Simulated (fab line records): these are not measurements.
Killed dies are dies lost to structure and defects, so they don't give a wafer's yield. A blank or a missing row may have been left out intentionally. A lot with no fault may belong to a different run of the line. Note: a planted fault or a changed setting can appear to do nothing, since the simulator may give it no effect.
fab line records    flow n5Finfet    part 1 of 2: steps 1 to 4 of 6
[record] lots = 23  wafers = 69  lastDay = 19
route steps=1938 shown HKMG_FIN@433 GATE_CUT@510 MOL_CONTACT_COAG@537
lots that met no fault: taken from a fault-free run of the same line
startH: start of the lot's first displayed wafer, in hours after the record's first day    waitH: time in hours since the lot's previous step    " the same as in the row above    L1.1+2: one row covering several wafers at once    - no value, or no start given    * or withheld: withheld    < > ~ a bound
route shown NAME@n: names a module that has steps shown in the file, with the first one's number in the route    usual: average and standard deviation across the fault-free wafers    same: alike in all rows    chamber/n: place in a boat    sites: readings site by site    _std_site: how widely they spread, as a standard deviation    _edge_site: the outer-site mean with the inner-site mean subtracted    radiusMm: how far each site lies from the wafer's centre    mask NAME#n: copy n    behind: tool/chamber where the wafer was last shaped    hold: the reason the lot was held/the length of the hold in hours/how it ended    device: the transistor (n, p or np) that didn't switch    end of line: at the end of the route, the tests of the same wafers    for a step that has no rows: nothing shown but its recipe    killed: not the wafer's yield, but the dies lost to structure and defects at the first sort    map: per-die view of a wafer (x killed, . not killed, _ where there is no die)
set.NAME: the setting the step ran with; set.NAME@STEP: the setting that earlier step ran with    model.NAME: the simulator's own value behind a step, which no gauge read
one table for each step of the route and one row for each wafer, over a sample of lots
services: the hour from which a tool's chamber was out of use, counted from the record's first day as startH (under 0 if before that day), plus the number of hours and why
[[steps]]
[step N5_HKMG_FIN_DESCUM_17]
[recipe] chemistry = O2  timeS = 7.9  sourcePowerW = 50  biasPowerW = 20  pressureMtorr = 20  rfFrequencyHz = 2.712e+07  tempC = 40  resist = CAR-ArF  o2FlowSccm = 225
[usual] drypumpMotorCurrentA = 5.6/0.31  oesProductAu = 0.78/0.074  rfVppV = 243.8/1.1  showerheadPlenumPTorr = 2.13/0.059  tempC = 40.01/0.1  throttleValvePct = 20.5/0.34
lot.wafer  tool        chamber  startH  waitH  drypumpMotorCurrentA  oesProductAu  rfHoursCounterH  rfVppV  showerheadPlenumPTorr  tempC  throttleValvePct
L074.1     rieDiel-01  2        78.12   0.4    5.7                   0.72          197              244.0   2.19                   40.05  20.9
L074.4     "           1        "       "      5.5                   0.78          139              246.0   2.18                   40.10  20.5
L074.6     "           3        "       "      5.5                   0.95          -                242.4   2.05                   40.04  20.0
L075.2     rieDiel-01  2        83.16   0.1    5.6                   0.72          200              244.6   2.19                   39.89  20.9
L075.4     "           0        "       "      5.7                   0.90          26               244.7   2.23                   40.12  20.0
L075.5     "           0        "       "      5.7                   0.90          -                244.1   2.23                   40.23  20.0
L077.1     rieDiel-03  2        92.85   0.0    6.2                   0.75          171              243.3   2.11                   39.87  20.6
L077.2     "           0        "       "      5.2                   0.70          220              244.9   2.16                   39.99  20.9
L077.4     "           3        "       "      5.1                   0.76          132              242.7   2.11                   39.91  20.5
L078.1     rieDiel-03  3        99.27   0.0    5.2                   0.76          134              242.7   2.11                   40.10  20.5
L078.2     "           2        "       "      6.2                   0.74          173              242.7   2.11                   40.17  20.6
L078.4     "           1        "       "      5.8                   0.82          88               242.6   2.14                   40.04  20.4
L079.1     rieDiel-01  0        104.30  0.9    5.7                   0.90          33               244.7   2.23                   39.95  20.0
L079.4     "           2        "       "      5.7                   0.71          205              243.2   2.18                   40.12  20.9
L079.6     "           0        "       "      5.7                   0.90          -                245.4   2.23                   40.14  20.1
L080.2     rieDiel-03  2        111.23  0.1    6.3                   0.75          178              243.1   2.11                   39.99  20.6
L080.3     "           3        "       "      5.1                   0.76          138              244.0   2.11                   40.04  20.5
L080.4     "           1        "       "      5.8                   0.81          93               243.1   2.14                   39.84  20.4
L081.3     rieDiel-03  0        117.91  0.0    5.3                   0.71          228              243.8   2.16                   40.09  20.9
L081.4     "           3        "       "      5.1                   0.76          141              243.9   2.11                   40.04  20.5
L081.6     "           1        "       "      5.8                   0.80          -                243.7   2.14                   39.92  20.5
L082.3     rieDiel-03  3        126.22  0.0    5.1                   0.76          143              243.0   2.11                   39.85  20.5
L082.4     "           2        "       "      6.3                   0.74          184              244.2   2.11                   40.01  20.6
L082.6     "           3        "       "      5.2                   0.76          -                243.8   2.11                   39.93  20.5
L084.1     rieDiel-06  2        136.83  0.0    5.5                   0.85          69               243.4   2.10                   40.06  20.4
L084.3     "           3        "       "      5.1                   0.71          165              245.3   2.19                   39.99  20.9
L084.5     "           1        "       "      5.6                   0.70          -                243.5   2.14                   40.05  20.7
L085.2     rieDiel-01  2        140.89  0.1    5.7                   0.70          217              244.9   2.18                   40.01  21.0
L085.4     "           3        "       "      5.5                   0.91          26               241.4   2.04                   40.27  20.0
L085.6     "           1        "       "      5.5                   0.76          -                244.3   2.18                   40.16  20.5
L086.1     rieDiel-06  0        145.86  0.1    5.9                   0.84          63               242.3   2.01                   39.91  20.0
L086.2     "           1        "       "      5.7                   0.71          216              244.6   2.14                   39.97  20.8
L086.3     "           3        "       "      5.1                   0.72          168              244.4   2.19                   39.89  20.9
L087.1     rieDiel-03  0        151.74  0.0    5.3                   0.69          239              243.8   2.16                   40.16  20.9
L087.2     "           2        "       "      6.3                   0.73          193              243.1   2.10                   39.91  20.7
L087.5     "           1        "       "      5.8                   0.79          -                243.0   2.13                   40.11  20.5
L088.1     rieDiel-01  2        157.70  0.2    5.7                   0.70          224              244.4   2.18                   40.00  21.0
L088.4     "           1        "       "      5.5                   0.76          168              244.0   2.17                   39.87  20.5
L088.5     "           0        "       "      5.7                   0.87          -                244.6   2.22                   40.03  20.1
L089.1     rieDiel-03  1        163.31  0.0    5.8                   0.79          111              243.8   2.13                   39.95  20.5
L089.4     "           3        "       "      5.1                   0.74          157              243.2   2.10                   40.12  20.5
L089.6     "           1        "       "      5.8                   0.79          -                243.9   2.13                   40.08  20.5
L090.1     rieDiel-01  3        171.90  0.0    5.5                   0.89          37               243.6   2.04                   40.10  20.0
L090.5     "           3        "       "      5.5                   0.89          -                243.1   2.04                   39.98  20.0
L090.6     "           0        "       "      5.7                   0.87          -                245.3   2.22                   40.00  20.1
L091.1     rieDiel-06  2        176.14  0.2    5.5                   0.83          78               244.3   2.10                   40.21  20.4
L091.2     "           3        "       "      5.1                   0.71          179              244.2   2.19                   39.86  20.9
L091.4     "           0        "       "      5.9                   0.83          74               241.6   2.01                   40.12  20.0
L092.2     rieDiel-01  0        182.31  0.0    5.7                   0.86          58               244.7   2.22                   39.90  20.1
L092.4     "           1        "       "      5.4                   0.75          176              243.2   2.17                   40.17  20.5
L092.5     "           2        "       "      5.7                   0.68          -                245.2   2.17                   39.97  21.0
L093.2     rieDiel-01  2        193.26  0.2    5.7                   0.68          236              242.9   2.17                   40.06  21.0
L093.4     "           0        "       "      5.7                   0.85          63               245.1   2.22                   39.88  20.1
L093.6     "           3        "       "      5.5                   0.88          -                241.7   2.03                   40.09  20.0
L076.2     rieDiel-01  1        193.99  0.1    5.5                   0.75          180              243.4   2.17                   40.00  20.5
L076.3     "           3        "       "      5.5                   0.87          45               242.5   2.03                   40.01  20.0
L076.5     "           0        "       "      5.7                   0.84          -                245.5   2.22                   40.09  20.1
L094.4     rieDiel-03  2        201.83  0.0    6.3                   0.71          -                244.0   2.10                   40.05  20.7
L094.5     "           1        "       "      5.8                   0.78          -                242.5   2.13                   39.89  20.5
L094.6     "           3        "       "      5.1                   0.72          -                242.1   2.10                   40.03  20.6
L095.1     rieDiel-06  2        208.95  0.0    5.5                   0.82          88               243.9   2.09                   39.95  20.4
L095.3     "           1        "       "      5.6                   0.69          237              244.4   2.13                   39.97  20.8
L095.6     "           3        "       "      5.1                   0.70          -                243.9   2.18                   39.83  21.0
L097.1     rieDiel-01  0        214.26  0.4    5.7                   0.84          69               245.0   2.21                   39.89  20.1
L097.3     "           2        "       "      5.7                   0.68          243              243.2   2.17                   40.06  21.0
L097.6     "           0        "       "      5.7                   0.85          -                245.8   2.21                   40.01  20.1
L096.1     rieDiel-01  2        214.90  0.1    5.7                   0.67          243              243.4   2.17                   40.07  21.0
L096.3     "           0        "       "      5.7                   0.84          69               245.1   2.21                   40.15  20.1
L096.4     "           3        "       "      5.5                   0.86          53               241.5   2.03                   40.09  20.0
[step N5_HKMG_FIN_ALD_21]
[recipe] material = TiN  targetThkA = 15  tempC = 400  aldPrecursorFamily = TiCl4  aldCoReactant = NH3  pulseTimeS = 1  purgeTimeS = 3  coReactantPurgeTimeS = 2  coReactantPulseTimeS = 2  aldCycles = 68  pressureTorr = 3
[usual] heaterPowerW = 877/95  precursorPulseHeightRel = 1.000/0.02  susceptorTempC = 399.98/0.22
lot.wafer  tool         chamber  startH  waitH  heaterPowerW  precursorPulseHeightRel  susceptorTempC
L074.1     aldMetal-02  3        81.38   0.3    636           0.960                    399.84
L074.4     "            1        "       "      846           1.005                    400.01
L074.6     "            1        "       "      838           1.025                    399.99
L075.2     aldMetal-01  2        86.30   0.3    856           1.021                    400.25
L075.4     "            3        "       "      855           0.995                    400.29
L075.5     "            3        "       "      858           1.015                    400.03
L077.1     aldMetal-04  1        96.25   0.3    924           0.993                    400.21
L077.2     "            2        "       "      976           1.025                    400.31
L077.4     "            0        "       "      996           1.012                    399.66
L078.1     aldMetal-02  0        102.68  0.3    988           0.995                    399.81
L078.2     "            2        "       "      833           0.994                    399.81
L078.4     "            3        "       "      641           0.965                    399.71
L079.1     aldMetal-01  1        107.44  0.3    831           0.996                    400.02
L079.4     "            0        "       "      950           0.981                    399.67
L079.6     "            2        "       "      855           0.999                    400.02
L080.2     aldMetal-04  2        114.51  0.3    962           0.997                    399.88
L080.3     "            3        "       "      771           1.031                    400.16
L080.4     "            1        "       "      930           1.050                    400.00
L081.3     aldMetal-04  0        121.05  0.1    974           0.984                    400.02
L081.4     "            3        "       "      769           0.991                    399.91
L081.6     "            0        "       "      978           0.986                    400.04
L082.3     aldMetal-01  1        129.43  0.1    834           0.964                    400.15
L082.4     "            3        "       "      869           0.996                    400.19
L082.6     "            1        "       "      821           1.018                    399.92
L084.1     aldMetal-02  3        140.07  0.3    647           1.018                    399.62
L084.3     "            0        "       "      973           1.006                    400.12
L084.5     "            1        "       "      821           0.998                    400.03
L085.2     aldMetal-02  1        144.03  0.3    827           0.952                    400.11
L085.4     "            2        "       "      833           0.997                    400.12
L085.6     "            3        "       "      664           1.023                    399.69
L086.1     aldMetal-02  2        149.26  0.3    834           0.989                    400.19
L086.2     "            1        "       "      857           0.993                    400.23
L086.3     "            3        "       "      652           1.001                    400.09
L087.1     aldMetal-01  3        154.90  0.3    846           1.006                    400.18
L087.2     "            2        "       "      844           1.000                    399.88
L087.5     "            2        "       "      871           1.007                    400.33
L088.1     aldMetal-02  3        160.87  0.3    650           0.989                    399.59
L088.4     "            1        "       "      834           1.010                    399.42
L088.5     "            2        "       "      818           1.001                    399.78
L089.1     aldMetal-04  3        166.66  0.3    759           0.980                    399.83
L089.4     "            1        "       "      919           1.013                    399.93
L089.6     "            1        "       "      939           0.981                    400.03
L090.1     aldMetal-04  0        175.04  0.3    960           1.021                    400.22
L090.5     "            0        "       "      968           1.001                    400.00
L090.6     "            1        "       "      939           0.992                    399.83
L091.1     aldMetal-04  2        179.38  0.3    973           0.967                    399.83
L091.2     "            1        "       "      939           0.957                    399.67
L091.4     "            3        "       "      756           0.976                    399.97
L092.2     aldMetal-04  0        185.68  0.3    945           0.981                    400.11
L092.4     "            2        "       "      955           0.975                    400.20
L092.5     "            0        "       "      953           1.015                    399.83
L093.2     aldMetal-04  0        196.39  0.3    983           1.023                    400.34
L093.4     "            1        "       "      928           0.980                    399.90
L093.6     "            3        "       "      740           0.981                    399.56
L076.2     aldMetal-01  3        197.24  0.3    833           0.990                    399.66
L076.3     "            1        "       "      812           0.983                    399.32
L076.5     "            3        "       "      853           1.011                    399.71
L094.4     aldMetal-01  1        204.95  0.1    848           1.030                    400.24
L094.5     "            2        "       "      869           1.004                    399.41
L094.6     "            1        "       "      846           1.043                    400.02
L095.1     aldMetal-04  0        212.25  0.3    961           0.978                    400.12
L095.3     "            2        "       "      948           1.016                    399.86
L095.6     "            3        "       "      754           0.990                    400.24
L097.1     aldMetal-04  1        217.76  0.3    922           1.015                    400.13
L097.3     "            2        "       "      966           1.008                    400.15
L097.6     "            3        "       "      771           1.006                    399.79
L096.1     aldMetal-01  0        218.32  0.3    970           0.987                    399.52
L096.3     "            2        "       "      853           0.988                    400.10
L096.4     "            3        "       "      849           1.007                    400.21
[step N5_GATE_CUT_ALD_22]
[recipe] material = SiNx  targetThkA = 160  tempC = 400  aldPrecursorFamily = SiH2I2  aldCoReactant = N2/H2-plasma  pulseTimeS = 1  aldCycles = 320  purgeTimeS = 2  coReactantPurgeTimeS = 2  pressureTorr = 2
[usual] heaterPowerW = 835/75  precursorPulseHeightRel = 0.998/0.018  susceptorTempC = 400.01/0.2
lot.wafer  tool       chamber  startH  waitH  heaterPowerW  precursorPulseHeightRel  susceptorTempC
L074.1     aldSin-03  3        87.75   0.2    880           0.997                    400.22
L074.4     "          1        "       "      824           0.994                    399.61
L074.6     "          3        "       "      870           1.014                    399.95
L075.2     aldSin-03  0        92.95   0.4    824           1.021                    400.25
L075.4     "          1        "       "      837           1.009                    399.74
L075.5     "          2        "       "      749           1.005                    400.02
L077.1     aldSin-02  0        102.15  0.0    762           0.998                    400.12
L077.2     "          3        "       "      756           1.009                    399.95
L077.4     "          2        "       "      1009          1.015                    400.02
L078.1     aldSin-03  3        108.80  0.0    874           0.999                    399.86
L078.2     "          2        "       "      766           0.997                    400.18
L078.4     "          1        "       "      847           1.010                    400.17
L079.1     aldSin-01  3        113.23  0.0    808           0.996                    399.70
L079.4     "          0        "       "      815           0.974                    399.53
L079.6     "          1        "       "      877           0.977                    399.82
L080.2     aldSin-03  3        120.42  0.0    878           0.976                    399.91
L080.3     "          2        "       "      758           0.993                    400.21
L080.4     "          0        "       "      836           1.018                    400.17
L081.3     aldSin-02  0        127.09  0.0    758           0.993                    399.84
L081.4     "          1        "       "      843           1.002                    399.97
L081.6     "          0        "       "      770           0.977                    399.95
L082.3     aldSin-03  3        135.49  0.0    911           0.986                    399.93
L082.4     "          1        "       "      805           0.984                    399.89
L082.6     "          3        "       "      885           1.026                    399.87
L084.1     aldSin-01  0        146.97  0.7    808           1.014                    400.22
L084.3     "          2        "       "      724           1.007                    399.95
L084.5     "          1        "       "      870           1.001                    400.14
L085.2     aldSin-01  2        150.72  0.0    732           1.019                    399.91
L085.4     "          1        "       "      880           0.966                    399.68
L085.6     "          1        "       "      870           1.061                    399.82
L086.1     aldSin-03  3        156.19  0.0    875           1.021                    400.10
L086.2     "          1        "       "      838           0.983                    399.99
L086.3     "          2        "       "      749           1.010                    400.09
L087.1     aldSin-03  0        160.83  0.0    838           1.010                    399.92
L087.2     "          3        "       "      870           0.982                    400.26
L087.5     "          2        "       "      745           0.988                    400.23
L088.1     aldSin-01  0        167.32  0.0    796           0.997                    400.05
L088.4     "          2        "       "      702           1.008                    400.07
L088.5     "          1        "       "      873           1.013                    399.88
L089.1     aldSin-01  3        173.11  0.0    824           0.985                    400.04
L089.4     "          1        "       "      884           0.992                    399.81
L089.6     "          1        "       "      890           1.017                    400.12
L090.1     aldSin-02  2        182.20  1.1    1018          0.981                    400.26
L090.5     "          2        "       "      1024          1.002                    399.83
L090.6     "          3        "       "      761           1.008                    400.10
L091.1     aldSin-02  1        187.81  1.4    847           0.988                    400.37
L091.2     "          2        "       "      1012          0.985                    399.91
L091.4     "          2        "       "      1007          1.006                    399.88
L092.2     aldSin-02  0        192.11  0.0    765           0.984                    400.62
L092.4     "          2        "       "      1009          1.027                    400.02
L092.5     "          0        "       "      767           1.002                    399.91
L093.2     aldSin-01  0        203.74  0.7    828           0.975                    400.13
L093.4     "          1        "       "      894           0.997                    400.17
L093.6     "          0        "       "      831           0.994                    400.15
L076.2     aldSin-02  0        204.00  0.3    762           1.018                    399.92
L076.3     "          1        "       "      860           0.995                    399.99
L076.5     "          1        "       "      889           1.009                    400.21
L094.4     aldSin-01  0        210.77  0.0    836           1.011                    399.93
L094.5     "          3        "       "      824           0.984                    399.94
L094.6     "          0        "       "      837           1.019                    400.14
L095.1     aldSin-03  2        218.43  0.0    740           0.988                    400.49
L095.3     "          3        "       "      858           0.985                    399.76
L095.6     "          0        "       "      829           0.987                    400.07
L097.1     aldSin-02  2        223.74  0.0    1028          0.994                    399.80
L097.3     "          0        "       "      781           0.992                    399.79
L097.6     "          1        "       "      897           1.000                    400.36
L096.1     aldSin-01  0        224.78  0.0    832           1.032                    399.85
L096.3     "          2        "       "      726           0.991                    399.68
L096.4     "          3        "       "      812           1.047                    399.88
[step N5_MOL_CONTACT_COAG_ETCH_15]
[recipe] chemistry = CH3F/O2  target = SiNx  targetDepthA = 70  maskMaterial = SOC  stopOn = Si:P  overEtchFrac = 0.75  ionEnergyEv = 120  pressureMtorr = 30  sourceW = 395  biasW = 73  Ar_flow_sccm = 150  CH3F_flow_sccm = 30  O2_flow_sccm = 20
[usual] CH3F_flow_sccm = 29.99/0.093  drypumpMotorCurrentA = 5.6/0.34  oesProductAu = 0.56/0.045  rfVppV = 295/6.4  showerheadPlenumPTorr = 2.02/0.054  throttleValvePct = 16.4/0.3
lot.wafer  tool        chamber  startH  waitH  CH3F_flow_sccm  drypumpMotorCurrentA  oesProductAu  rfHoursCounterH  rfVppV  showerheadPlenumPTorr  throttleValvePct
L074.1     rieDiel-06  0        91.32   0.0    29.75           5.9                   0.64          44               292     1.94                   16.0
L074.4     "           3        "       "      29.94           5.1                   0.54          150              284     2.10                   16.8
L074.6     "           3        "       "      30.03           5.1                   0.54          -                283     2.10                   16.8
L075.2     rieDiel-06  3        96.13   0.0    29.89           5.1                   0.55          151              285     2.10                   16.8
L075.4     "           0        "       "      29.92           5.9                   0.64          46               293     1.94                   16.0
L075.5     "           0        "       "      29.95           5.9                   0.64          -                293     1.94                   16.0
L077.1     rieDiel-01  1        105.55  0.0    30.00           5.5                   0.57          149              299     2.08                   16.4
L077.2     "           0        "       "      29.97           5.7                   0.65          34               298     2.11                   15.8
L077.4     "           0        "       "      30.12           5.8                   0.65          -                298     2.11                   15.9
L078.1     rieDiel-03  1        112.08  0.0    29.92           5.8                   0.58          93               305     2.02                   16.2
L078.2     "           3        "       "      29.92           5.1                   0.56          138              296     2.01                   16.4
L078.4     "           0        "       "      30.09           5.3                   0.52          226              298     2.08                   16.9
L079.1     rieDiel-06  1        116.68  0.0    30.02           5.6                   0.54          208              289     2.05                   16.7
L079.4     "           3        "       "      30.00           5.1                   0.54          -                284     2.10                   16.8
L079.6     "           0        "       "      30.13           5.9                   0.62          -                291     1.94                   16.0
L080.2     rieDiel-06  3        123.72  0.0    29.93           5.1                   0.54          159              286     2.10                   16.8
L080.3     "           0        "       "      30.04           5.9                   0.62          55               291     1.94                   16.0
L080.4     "           1        "       "      29.88           5.7                   0.53          209              291     2.05                   16.7
L081.3     rieDiel-06  2        130.57  0.0    29.92           5.5                   0.61          67               301     2.02                   16.3
L081.4     "           1        "       "      29.93           5.6                   0.53          212              290     2.05                   16.7
L081.6     "           3        "       "      29.87           5.1                   0.53          -                283     2.10                   16.8
L082.3     rieDiel-01  2        139.24  0.0    30.23           5.7                   0.51          217              302     2.06                   16.7
L082.4     "           1        "       "      29.97           5.5                   0.56          161              299     2.08                   16.4
L082.6     "           3        "       "      29.79           5.5                   0.67          -                297     1.97                   16.0
L084.1     rieDiel-06  3        150.27  0.0    29.92           5.2                   0.53          170              285     2.09                   16.8
L084.3     "           0        "       "      30.02           5.9                   0.62          66               291     1.93                   16.0
L084.5     "           1        "       "      30.05           5.6                   0.52          -                291     2.05                   16.7
L085.2     rieDiel-03  3        154.01  0.0    29.98           5.1                   0.54          154              295     2.00                   16.4
L085.4     "           1        "       "      29.94           5.8                   0.57          107              305     2.01                   16.2
L085.6     "           2        "       "      30.01           6.3                   0.54          -                301     1.98                   16.4
L086.1     rieDiel-03  2        159.48  0.0    30.09           6.3                   0.53          197              298     1.98                   16.4
L086.2     "           3        "       "      30.10           5.1                   0.54          156              295     2.00                   16.4
L086.3     "           0        "       "      29.89           5.3                   0.51          242              297     2.07                   16.9
L087.1     rieDiel-01  0        164.24  0.0    29.91           5.7                   0.63          53               298     2.11                   15.9
L087.2     "           1        "       "      29.95           5.5                   0.56          171              298     2.07                   16.5
L087.5     "           2        "       "      29.95           5.7                   0.51          -                302     2.06                   16.7
L088.1     rieDiel-03  1        170.50  0.0    30.00           5.8                   0.58          113              304     2.01                   16.2
L088.4     "           3        "       "      30.07           5.2                   0.54          -                295     2.00                   16.4
L088.5     "           2        "       "      29.93           6.2                   0.53          -                301     1.98                   16.4
L089.1     rieDiel-03  1        176.49  0.0    30.03           5.8                   0.56          116              307     2.01                   16.2
L089.4     "           3        "       "      30.11           5.2                   0.53          162              296     2.00                   16.4
L089.6     "           1        "       "      30.03           5.7                   0.57          -                305     2.01                   16.2
L090.1     rieDiel-01  0        185.36  0.0    29.89           5.7                   0.62          60               297     2.10                   15.9
L090.5     "           2        "       "      30.01           5.7                   0.51          -                303     2.06                   16.7
L090.6     "           1        "       "      29.88           5.5                   0.56          -                298     2.07                   16.5
L091.1     rieDiel-03  3        191.01  0.0    29.90           5.1                   0.53          167              294     2.00                   16.4
L091.2     "           1        "       "      29.97           5.8                   0.56          121              306     2.01                   16.2
L091.4     "           3        "       "      29.99           5.1                   0.54          -                294     2.00                   16.4
L092.2     rieDiel-06  1        195.27  0.0    30.01           5.7                   0.52          233              291     2.04                   16.7
L092.4     "           2        "       "      30.13           5.5                   0.59          84               303     2.01                   16.3
L092.5     "           0        "       "      29.97           5.9                   0.60          -                291     1.93                   16.1
L093.2     rieDiel-03  3        207.08  0.0    29.83           5.1                   0.53          173              295     2.00                   16.4
L093.4     "           2        "       "      29.92           6.2                   0.53          214              298     1.97                   16.5
L093.6     "           1        "       "      30.05           5.8                   0.57          -                306     2.01                   16.2
L076.2     rieDiel-06  3        207.57  0.0    30.10           5.1                   0.51          189              283     2.09                   16.8
L076.3     "           0        "       "      29.97           5.9                   0.60          84               290     1.93                   16.1
L076.5     "           3        "       "      30.11           5.1                   0.52          -                283     2.09                   16.8
L094.4     rieDiel-06  3        214.14  0.0    29.92           5.1                   0.52          191              283     2.09                   16.8
L094.5     "           2        "       "      29.98           5.5                   0.59          -                300     2.01                   16.3
L094.6     "           3        "       "      29.95           5.1                   0.52          -                285     2.09                   16.8
L095.1     rieDiel-06  1        221.61  0.0    30.02           5.7                   0.51          242              291     2.04                   16.7
L095.3     "           2        "       "      29.95           5.5                   0.59          93               301     2.01                   16.3
L095.6     "           1        "       "      30.02           5.7                   0.51          -                291     2.04                   16.7
L097.1     rieDiel-06  2        227.03  0.0    30.03           5.5                   0.59          95               302     2.01                   16.3
L097.3     "           1        "       "      29.96           5.6                   0.51          244              290     2.04                   16.8
L097.6     "           2        "       "      29.92           5.5                   0.59          -                302     2.01                   16.3
L096.1     rieDiel-06  0        228.07  0.0    29.91           5.9                   0.59          91               291     1.92                   16.1
L096.3     "           3        "       "      30.17           5.1                   0.52          197              284     2.09                   16.9
L096.4     "           1        "       "      29.94           5.6                   0.51          244              290     2.04                   16.8
